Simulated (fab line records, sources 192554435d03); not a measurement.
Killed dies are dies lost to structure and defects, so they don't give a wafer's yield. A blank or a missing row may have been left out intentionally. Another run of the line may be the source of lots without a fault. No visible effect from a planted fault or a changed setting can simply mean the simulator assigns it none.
fab line records + flow n5_finfet
record
- lots=4
- wafers=12
- last_day=17
route steps=1938 shown BEOL_M10@1524 BEOL_M11@1536
lots that met no fault: taken from a fault-free run of the same line
start_h: hours from the record's first day to the start of the lot's first wafer shown + wait_h: time in hours since the lot's previous step + " unchanged from the row above + L1.1+2: several wafers, shown together as one row + - no value, or no start was given + * or withheld: withheld + < > ~ a bound
route shown NAME@n: NAME is a module with steps in the file, n the number in the route of the first one + usual: mean/standard deviation of fault-free wafers + same: alike in all rows + chamber/n: place in a boat + sites: each site's reading + _std_site: standard deviation across them + _edge_site: the outer-site mean with the inner-site mean subtracted + radius_mm: for every site, how far away it sits from the centre of the wafer + mask NAME#n: copy n + behind: the tool/chamber that last shaped the wafer + hold: why the lot was held/for how many hours/how that ended + device: transistor that didn't switch, given as n, p or np + end of line: at the end of the route, the tests of the same wafers + step lacking rows: just its recipe + killed: at the first sort, the dies lost to defects and structure; wafer yield is something else + map: a wafer's dies, marking killed ones x, the rest . and places with no die _
set.NAME: the setting as run; set.NAME@STEP: as run at that earlier step + model.NAME: the simulator's own value behind a step, which no gauge read
certain route steps with their lots: each step a table, each wafer a row
services: the hour from which a tool's chamber was out of use, counted from the record's first day as start_h (under 0 if before that day), plus the number of hours and why
## steps
# step N5_BEOL_M10_ALD_74
# recipe
- material=TaN
- target_thk_a=20
- temp_c=275
- ald_precursor_family=PDMAT
- ald_co_reactant=NH3
- pressure_torr=3
- carrier_flow_sccm=1500
- pulse_time_s=2
- purge_time_s=3
- co_reactant_purge_time_s=2
- co_reactant_pulse_time_s=3
- ald_cycles=40
- precursor_vessel_temp_c=75
- precursor_vessel_pressure_torr=26.25
- precursor_vessel_carrier_sccm=1000
# step N5_BEOL_M10_SURFACE_TREAT_76
# recipe
- gas=Ar
- time_s=*
- ion_energy_ev=*
- ion_current_ma_cm2=0.5
- pressure_mtorr=*
- ar_flow_sccm=30
# step N5_BEOL_M10_CVD_75
# recipe
- material=Co
- target_thk_a=20
- temp_c=withheld
- precursor=CCTBA/H2
- pressure_torr=30
- time_s=138.9
# step N5_BEOL_M10_SPUTTER_48
# recipe
- material=Cu
- target_thk_a=120
- temp_c=-20
- bias_v=60
- power_w=26000
- chamber_pressure_pa=0.13
- time_s=2
# step N5_BEOL_M10_ECD_50
# recipe
- material=Cu
- target_thk_a=3180
# step N5_BEOL_M10_ANNEAL_51
# recipe
- temp_c=225
- time_s=90
- ambient=N2
# step N5_BEOL_M10_CMP_52
# recipe
- stop_on=SiCOH_lowk
- t_overpolish_s=7
- down_force_psi=1
- platen_rpm=50
- clearing_platen_down_force_psi=1.5
- clearing_platen_rpm=50
- post_cmp_clean=cu_alkaline
- target_thk_nm=140
- clearing_platen_pad_velocity_m_s=0.99484
- pad_velocity_m_s=0.99484
# step N5_BEOL_M10_PRE_CLEAN_55
# recipe
- gas=NH3
- time_s=15
- temp_c=withheld
- rf_power_w=300
# step N5_BEOL_M10_DEP_56
# recipe
- material=SiCN
- target_thk_a=150
- temp_c=withheld
- precursor=3MS/NH3
- pressure_torr=3
- rf_w=202
- time_s=26.5
# step N5_BEOL_M11_ILD_DEP_00
# recipe
- material=SiCOH_lowk
- target_thk_a=3085.1
- temp_c=300
- precursor=DEMS/porogen
- pressure_torr=5
- rf_w=500
- time_s=58
# usual
- heater_power_w=299/44
- run_length_s=100.9/0.67
- showerhead_plenum_p_Torr=5.742/0.012
- throttle_valve_pct=14.0/0.63
| lot.wafer | tool     | chamber | start_h | wait_h | heater_power_w | run_length_s | showerhead_plenum_p_Torr | throttle_valve_pct | model.SiCOH_lowk_of_BEOL_M11_ILD_DEP_00.thk_nm |
|-----------|----------|---------|---------|--------|----------------|--------------|--------------------------|--------------------|------------------------------------------------|
| L694.1    | pecvd-01 | 2       | 238.35  | 0.0    | 256            | 99.9         | 5.724                    | 13.9               | 311.6                                          |
| L694.5    | "        | 1       | "       | "      | 336            | 82.7         | 5.734                    | 13.6               | 218                                            |
| L694.6    | "        | 0       | "       | "      | 299            | 83.1         | 5.737                    | 14.4               | 215.8                                          |
| L702.3    | pecvd-01 | 1       | 280.01  | 0.0    | 309            | 101.0        | 5.754                    | 13.5               | 306.4                                          |
| L702.4    | "        | 0       | "       | "      | 305            | 101.0        | 5.726                    | 14.8               | 308.4                                          |
| L702.5    | "        | 1       | "       | "      | 326            | 82.7         | 5.733                    | 13.5               | 218.8                                          |
| L716.2    | pecvd-01 | 1       | 362.86  | 0.0    | 297            | 100.9        | 5.745                    | 13.5               | 303.2                                          |
| L716.3    | "        | 2       | "       | "      | 295            | 100.3        | 5.754                    | 14.2               | 309.8                                          |
| L716.5    | "        | 0       | "       | "      | 305            | 100.8        | 5.727                    | 14.6               | 309.8                                          |
| L715.1    | pecvd-01 | 0       | 364.18  | 0.0    | 282            | 101.2        | 5.728                    | 14.8               | 304.2                                          |
| L715.3    | "        | 2       | "       | "      | 297            | 99.9         | 5.753                    | 14.1               | 306.6                                          |
| L715.4    | "        | 0       | "       | "      | 297            | 100.7        | 5.717                    | 14.6               | 309.8                                          |
# step N5_BEOL_M11_CURE_71
# recipe
- temp_c=385
- time_s=240
- ambient=He/Ar
- material=SiCOH_lowk
# step N5_BEOL_M11_THK_MEAS_01
# recipe
- reads=SiCOH_lowk_of_BEOL_M11_ILD_DEP_00
# usual
- M11_ILD_THK=268/3.4
| lot.wafer | tool          | chamber | start_h | wait_h | M11_ILD_THK[nm] |
|-----------|---------------|---------|---------|--------|-----------------|
| L694.1    | film_metro-02 | -       | 238.94  | 0.4    | 271             |
| L694.5    | "             | -       | "       | "      | 188             |
| L694.6    | "             | -       | "       | "      | 187             |
| L702.3    | film_metro-02 | -       | 280.60  | 0.3    | 266             |
| L702.4    | "             | -       | "       | "      | 268             |
| L702.5    | "             | -       | "       | "      | 189             |
| L716.2    | film_metro-02 | -       | 363.45  | 0.4    | 263             |
| L716.3    | "             | -       | "       | "      | 269             |
| L716.5    | "             | -       | "       | "      | 269             |
| L715.1    | film_metro-02 | -       | 364.96  | 0.4    | 264             |
| L715.3    | "             | -       | "       | "      | 266             |
| L715.4    | "             | -       | "       | "      | 269             |
# step N5_BEOL_M11_PECVD_70
# recipe
- material=SiO2
- target_thk_a=200
- temp_c=400
- precursor=TEOS/O2
- pressure_torr=5.5
- rf_w=450
- teos_flow_sccm=53.8
- gas=O2
- flow_sccm=3000
- time_s=22.7
# step N5_BEOL_M11_HM_DEP_02
# recipe
- material=TiN
- target_thk_a=200
- temp_c=25
- chamber_pressure_pa=0.49996
# step N5_BEOL_M11_COAT_59
# recipe
- resist=SOC
- temp_c=250
- time_s=60
- spin_rpm=1500
- resist_thk_nm=100
# step N5_BEOL_M11_COAT_60
# recipe
- resist=SiARC
- temp_c=220
- time_s=60
- spin_rpm=1500
- resist_thk_nm=30
# step N5_BEOL_M11_COAT_05
# recipe
- resist=CAR-ArF
- spin_rpm=1500
- resist_thk_nm=90
# step N5_BEOL_M11_EBR_07
# recipe
- solvent=PGMEA
- ebr_width_mm=1.5
# step N5_BEOL_M11_SOFTBAKE_06
# recipe
- temp_c=110
- time_s=60
- resist=CAR-ArF
# step N5_BEOL_M11_EXPOSE_08
# recipe
- mask_id=M11
- na=1.35
- source_shape=dipole
- sigma_inner=0.411
- sigma_outer=0.611
- polarization=te
- dose_mj=53.75
# step N5_BEOL_M11_PEB_09
# recipe
- peb_temp_c=withheld
- peb_time_s=60
- resist=CAR-ArF
# step N5_BEOL_M11_DEVELOP_10
# recipe
- develop_time_s=30
- developer=TMAH
- resist=CAR-ArF
- rinse_liquid=diw
- dry=air_spin
- dev_temp_c=23
# step N5_BEOL_M11_DESCUM_16
# recipe
- chemistry=O2
- time_s=7.9
- source_power_w=50
- bias_power_w=20
- pressure_mtorr=20
- rf_frequency_hz=2.712e+07
- temp_c=40
- resist=CAR-ArF
- o2_flow_sccm=225
# step N5_BEOL_M11_ETCH_61
# recipe
- chemistry=CF4
- target=SiARC
- target_depth_a=390
- mask_material=CAR-ArF
- time_s=65
- ion_energy_ev=80
- pressure_mtorr=40
- source_w=545
- bias_w=36
- Ar_flow_sccm=100
- cf4_flow_sccm=100
- ends=cleared
# step N5_BEOL_M11_ETCH_62
# recipe
- chemistry=N2/H2
- target=SOC
- target_depth_a=1100
- overetch_a=220
- mask_material=SiARC
- temp_c=40
- time_s=165
- ion_energy_ev=200
- pressure_mtorr=30
- source_w=840
- bias_w=150
- n2_flow_sccm=200
- h2_flow_sccm=200
# step N5_BEOL_M11_STRIP_68
# recipe
- chemistry=N2/H2
- temp_c=40
- n2_flow_sccm=200
- h2_flow_sccm=200
- rf_frequency_hz=6e+07
# step N5_BEOL_M11_STRIP_67
# recipe
- chemistry=CF4
- resist=SiARC
- power_w=300
- bias_power_w=75
- pressure_mtorr=50
- cf4_flow_sccm=150
- rf_frequency_hz=6e+07
# step N5_BEOL_M11_HM_OPEN_17
# recipe
- chemistry=Cl2/BCl3
- target_depth_a=200
- overetch_a=60
- target=TiN
- mask_material=SOC
- ion_energy_ev=150
- pressure_mtorr=10
- icp_w=1000
- bias_w=126
- Cl2_flow_sccm=53.25
- bcl3_flow_sccm=21.75
- Ar_flow_sccm=25
# step N5_BEOL_M11_STRIP_19
# recipe
- chemistry=O2
- power_w=400
- temp_c=40
- pressure_mtorr=30
- rf_frequency_hz=6e+07
- bias_power_w=0
- overash_fraction=0.2
- o2_flow_sccm=225
# step N5_BEOL_M11_COAT_63
# recipe
- resist=SOC
- temp_c=250
- time_s=60
- spin_rpm=1500
- resist_thk_nm=100
# step N5_BEOL_M11_COAT_64
# recipe
- resist=SiARC
- temp_c=220
- time_s=60
- spin_rpm=1500
- resist_thk_nm=30
# step N5_BEOL_M11_COAT_22
# recipe
- resist=CAR-ArF
- spin_rpm=1500
- resist_thk_nm=90
# step N5_BEOL_M11_EBR_24
# recipe
- solvent=PGMEA
- ebr_width_mm=1.5
# step N5_BEOL_M11_SOFTBAKE_23
# recipe
- temp_c=110
- time_s=60
- resist=CAR-ArF
# step N5_BEOL_M11_EXPOSE_25
# recipe
- mask_id=V10
- na=1.35
- source_shape=annular
- sigma_inner=0.5
- sigma_outer=0.8
- polarization=unpolarized
- dose_mj=85.5
# step N5_BEOL_M11_CMP_52
# recipe
- stop_on=SiCOH_lowk
- t_overpolish_s=7
- down_force_psi=1
- platen_rpm=50
- clearing_platen_down_force_psi=1.5
- clearing_platen_rpm=50
- post_cmp_clean=cu_alkaline
- target_thk_nm=140
- clearing_platen_pad_velocity_m_s=0.99484
- pad_velocity_m_s=0.99484
# usual
- motor_current_A=6.1/0.68
| lot.wafer | tool   | chamber | start_h | wait_h | motor_current_A | model.SiCOH_lowk_of_BEOL_M11_ILD_DEP_00.thk_nm |
|-----------|--------|---------|---------|--------|-----------------|------------------------------------------------|
| L694.1    | cmp-02 | 3       | 247.51  | 0.3    | 5.3             | 267.8                                          |
| L694.5    | "      | 1       | "       | "      | 6.1             | 185.4                                          |
| L694.6    | "      | 2       | "       | "      | 6.5             | 183.4                                          |
| L702.3    | cmp-04 | 0       | 285.83  | 0.2    | 5.5             | 263.2                                          |
| L702.4    | "      | 2       | "       | "      | 5.8             | 264.8                                          |
| L702.5    | "      | 3       | "       | "      | 4.8             | 186                                            |
| L716.3    | cmp-02 | 2       | 369.23  | 0.2    | 6.0             | 266.2                                          |
| L716.2    | "      | 0       | "       | "      | 5.9             | 260.2                                          |
| L716.5    | "      | 2       | "       | "      | 6.2             | 266.2                                          |
| L715.4    | cmp-04 | 0       | 371.01  | 0.2    | 5.4             | 266.2                                          |
| L715.1    | "      | 1       | "       | "      | 5.9             | 261.2                                          |
| L715.3    | "      | 2       | "       | "      | 5.7             | 263.4                                          |
## services
| tool     | chamber | start_h | hours | kind                           |
|----------|---------|---------|-------|--------------------------------|
| pecvd-01 | 0       | 214.63  | 5.5   | scheduled_down                 |
| cmp-04   | -       | 225.62  | 4.0   | pm                             |
| cmp-04   | -       | 229.62  | -     | consumable_replace:conditioner |
| cmp-04   | -       | 229.62  | -     | consumable_replace:pad         |
| cmp-02   | -       | 244.99  | 0.4   | repair                         |
| cmp-04   | -       | 264.91  | 0.9   | repair                         |
| pecvd-01 | 1       | 285.45  | 3.6   | repair                         |
| cmp-02   | -       | 300.87  | 5.9   | repair                         |
| pecvd-01 | 2       | 301.67  | 5.5   | scheduled_down                 |
| cmp-04   | -       | 316.35  | 4.8   | pm                             |
| cmp-04   | -       | 337.47  | 0.8   | repair                         |
| cmp-02   | -       | 353.52  | 3.4   | pm                             |
## key
first_sign
- step=N5_BEOL_M11_ILD_DEP_00
- reading=run_length_s
- direction=down
- sigmas=27
- usual=*
- struck=*
effect
- step=N5_BEOL_M11_THK_MEAS_01
- reading=M11_ILD_THK
- direction=down
- sigmas=23
- usual=268
- struck=188
model_effect
- step=N5_BEOL_M11_ILD_DEP_00
- value=SiCOH_lowk_of_BEOL_M11_ILD_DEP_00.thk_nm
- without=313.1
- struck=217.5
model_effect
- step=N5_BEOL_M11_CMP_52
- value=SiCOH_lowk_of_BEOL_M11_ILD_DEP_00.thk_nm
- without=269.1
- struck=184.9
met_at N5_BEOL_M11_ILD_DEP_00
struck_wafers L694.5,L694.6,L702.5
fault
- kind=process_parameter_drift
- tool=pecvd-01
- chamber=-
- onset_h=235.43
- steps=N5_BEOL_M11_ILD_DEP_00
- channel=time_s
- offset=*
- shape=step
- end_h=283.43
- scope=struck_wafers_only
- acts_in=*
- stated=*
